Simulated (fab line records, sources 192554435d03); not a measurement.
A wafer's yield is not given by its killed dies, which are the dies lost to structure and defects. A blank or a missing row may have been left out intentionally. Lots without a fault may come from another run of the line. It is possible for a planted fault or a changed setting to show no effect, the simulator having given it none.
Matching of chambers -- flow n5-finfet -- 4 sister chambers for N5_FIN_CUT_ETCH_20 on rie-diel-03
The step etches SiARC in CF4, target depth 26 nm, time 43.3 s. 14 wafers are shown with their chamber, then 7 later ones without.

== WAFERS PAIRED WITH THEIR CHAMBERS ==
wafer,chamber,drypump-motor-current-A (A),showerhead-plenum-p-Torr (Torr),throttle-valve-pct (%)
L080.1,2,6.1,2.22,15.71
L080.3,1,6.1,2.15,15.79
L080.5,1,6.0,2.15,15.79
L083.2,2,6.1,2.22,15.72
L083.4,0,4.9,2.06,15.78
L083.6,3,6.3,2.12,16.15
L085.2,1,6.1,2.15,15.77
L085.5,0,4.9,2.05,15.79
L085.6,3,6.3,2.12,16.16
L088.2,1,6.0,2.15,15.80
L088.3,2,6.1,2.21,15.75
L088.4,0,4.9,2.05,15.81
L089.1,3,6.3,2.12,16.16
L089.4,3,6.3,2.12,16.18

SIGNATURES (averages over the wafers above)
reading,chamber 0,chamber 1,chamber 2,chamber 3,scatter within a chamber
drypump-motor-current-A,4.900,6.050,6.100,6.300,0.0316
showerhead-plenum-p-Torr,2.0533,2.1500,2.2167,2.1200,0.00365
throttle-valve-pct,15.7933,15.7875,15.7267,16.1625,0.0151
Rule: for a wafer and a chamber, the distance is found by dividing, reading by reading, the gap between the wafer's reading and the chamber's mean by the reading's scatter, squaring, summing and taking the root. The wafer belongs to the nearest chamber; if the next one is less than 2 further off, it can't be placed. How the scatter is found: for the shown wafers, subtract from each reading the mean of its chamber, square and add these, divide the total by (wafers less chambers), then take the root.

== WAFERS WHOSE CHAMBER IS MISSING ==
wafer,drypump-motor-current-A (A),showerhead-plenum-p-Torr (Torr),throttle-valve-pct (%)
L089.6,4.9,2.05,15.80
L093.2,4.9,2.05,15.83
L093.3,6.1,2.15,15.81
L093.4,6.3,2.12,16.18
L094.3,6.0,2.15,15.81
L094.5,6.3,2.12,16.17
L094.6,4.9,2.05,15.81

== WHICH CHAMBER EACH ONE RAN IN ==
wafer,from the rows above,in truth
L089.6,0,0
L093.2,0,0
L093.3,1,1
L093.4,3,3
L094.3,1,1
L094.5,3,3
L094.6,0,0
Placed correctly: 7 of 7. Number that these rows cannot place: 0. 0 placed wrongly.
